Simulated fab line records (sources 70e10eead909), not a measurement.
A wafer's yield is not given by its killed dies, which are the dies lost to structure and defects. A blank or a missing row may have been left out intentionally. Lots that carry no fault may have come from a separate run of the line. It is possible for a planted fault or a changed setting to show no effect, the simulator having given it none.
Chamber matching	flow nand harc	3 sister chambers for NHARC_P_M2_DEP_33 on pecvd-01
The step deposits SiCN, target thk 30 nm. 3 wafers are shown with their chamber, then 9 later ones without.

## WAFERS PAIRED WITH THEIR CHAMBERS
wafer	chamber	heater power w (W)
L316.2	2	659
L316.3	0	462
L316.6	1	620

## WAFERS WITHOUT THEIR CHAMBER
wafer	heater power w (W)
L317.1	638
L317.3	411
L317.4	417
L322.4	459
L322.5	634
L322.6	665
L324.1	578
L324.4	472
L324.5	728

## WHICH CHAMBER EACH ONE RAN IN
wafer	from the rows above	in truth
L317.1	can't be placed: 1 or 2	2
L317.3	0	0
L317.4	0	0
L322.4	0	0
L322.5	can't be placed: 1 or 2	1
L322.6	can't be placed: 2 or 1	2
L324.1	can't be placed: 1 or 2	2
L324.4	0	0
L324.5	can't be placed: 2 or 1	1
4 of 9 placed correctly. Can't be placed from these rows: 5 (the true chamber is among the candidates in 5). Number placed wrongly: 0.
How it was worked out, from the rows above alone: a wafer's distance from a chamber is the root of the sum, over the readings, of the square of ((its reading less the chamber's mean) divided by the reading's scatter). The wafer belongs to the nearest chamber; if the next one is less than 2 further off, it can't be placed. The mean given for a chamber averages the wafers shown for that chamber. The scatter (one wafer shown for each chamber): square how far every hidden wafer sits from the nearest shown wafer, average those squares and take the square root.
